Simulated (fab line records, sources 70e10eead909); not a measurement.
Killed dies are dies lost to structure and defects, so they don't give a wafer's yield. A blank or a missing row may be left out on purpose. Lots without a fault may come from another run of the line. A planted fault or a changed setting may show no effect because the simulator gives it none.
A struck lot beside a sound one | flow nand_harc | 14 steps out of a route of 1302
Sound: wafers L841.1, L841.2, L841.5. Struck: wafers L852.2, L852.4, L852.6. The cause comes at the end.
At each step with rows: each side's tool, then ch and its chambers, then its first start. Under that, the readings that differ: sound wafers | struck wafers | difference of the means | sigmas: that difference in standard deviations of wafers without a fault.
alike: readings whose means differ by less than 2 such deviations, and words and numbers that are the same on both sides. not compared: withheld readings, readings that some wafer has no value for, bounds like >300 that may hide the same value, and numbers for which the record gives no deviation and whose values overlap.
The two part at a step that has a row with sigmas, a row that says differs or no value, or rows on one side only. Numbers that don't overlap but have no deviation are shown without sigmas and don't part them. A reading that every wafer of one side lacks parts them only if that side has two wafers or more.

first, 1 step without rows for these wafers: NHARC_A_STAIRCASE_DESCUM_312 (chemistry O2, time 3 s).
NHARC_A_STAIRCASE_ETCH_313: etches the open film in CF4/CHF3.
  sound on rie_diel-08 ch 0,1,2, day 16 20:34; struck on rie_diel-08 ch 0,1, day 21 14:37
  reading               | sound             | struck            | difference | sigmas
  oes_product_au (a.u.) | 0.989 0.977 0.967 | 0.917 0.925 0.924 | -0.056     | -3
  alike: drypump_motor_current_A, rf_vpp_V, showerhead_plenum_p_Torr, throttle_valve_pct
  not compared: rf_hours_counter_h
NHARC_A_STAIRCASE_HM_OPEN_463: chemistry O2/COS.
  sound on rie_diel-08 ch 0,1; struck on rie_diel-08 ch 0,2
  reading                         | sound                | struck               | difference | sigmas
  showerhead_plenum_p_Torr (Torr) | 3.31 3.37 3.37       | 2.98 3.29 2.98       | -0.27      | -2
  throttle_valve_pct (%)          | 28.327 28.311 28.312 | 28.341 28.342 28.331 | +0.021     | +2
  alike: drypump_motor_current_A, oes_product_au, rf_vpp_V
  not compared: rf_hours_counter_h
then, 1 step without rows for these wafers: NHARC_A_STAIRCASE_STRIP_464 (strips in O2/COS).
NHARC_A_STAIRCASE_ETCH_453: etches the open film in CF4/O2, target depth 30 nm, overetch 3 nm, time 16.5 s.
  sound on rie_diel-08 ch 2,3; struck on rie_diel-08 ch 0,2,3
  alike: drypump_motor_current_A, oes_f_703_au, oes_product_au, rf_vpp_V, showerhead_plenum_p_Torr, throttle_valve_pct
  not compared: rf_hours_counter_h
then, 1 step without rows for these wafers: NHARC_A_STAIRCASE_ETCH_315 (etches the open film in C4F8/O2/Ar, target depth 2500 nm, time 607.1 s).
NHARC_A_STAIRCASE_STRIP_316: strips in O2.
  sound on rie_diel-08 ch 1,2,3; struck on rie_diel-08 ch 0,2,3
  alike: drypump_motor_current_A, oes_product_au, rf_vpp_V, showerhead_plenum_p_Torr, throttle_valve_pct
  not compared: rf_hours_counter_h
then, 3 steps without rows for these wafers: NHARC_A_STAIRCASE_STRIP_317 (strips in SPM, time 900 s); NHARC_A_STAIRCASE_PRECLEAN_318 (cleans in SC1); NHARC_A_STAIRCASE_SRD_329.
NHARC_A_STAIRCASE_ALD_415: deposits SiO2, target thk 30 nm, pulse time 6 s, ald cycles 300.
  sound on ald_hk-01 ch 0,1,2, day 16 22:47; struck on ald_hk-01 ch 0,2, day 21 16:41
  alike: heater_power_w, precursor_pulse_height_rel
NHARC_A_STAIRCASE_ETCHBACK_416: etches the open film in C4F8/O2/Ar, target depth 36 nm, time 7.2 s.
  sound on rie_diel-04 ch 0,3, day 17 00:24; struck on rie_diel-08 ch 0,1,2, day 21 18:33
  no value came back on the struck wafers for bias_w (W), chamber_pressure_mTorr (mTorr), oes_product_au (a.u.), rf_vpp_V (V); on the sound wafers bias_w (W) reads 798.4 802.6 800.4
  not compared: rf_hours_counter_h
then, 1 step without rows for these wafers: NHARC_A_STAIRCASE_STRIP_476 (strips in O2, time 20 s).
-- the record jumps here: 7 days lie between the struck wafers' starts before and after (it left off in module A_STAIRCASE and takes up again in module END, whose first step shown is number 1302 of the route) --
NHARC_END_SORT_01:
  the record has rows for the struck wafers here (prober-02 ch 0, day 28 15:30) and none for the sound ones

WHERE THEY PART
First at NHARC_A_STAIRCASE_ETCH_313; last, within this record, at NHARC_END_SORT_01.

WHY: what the simulator had put in
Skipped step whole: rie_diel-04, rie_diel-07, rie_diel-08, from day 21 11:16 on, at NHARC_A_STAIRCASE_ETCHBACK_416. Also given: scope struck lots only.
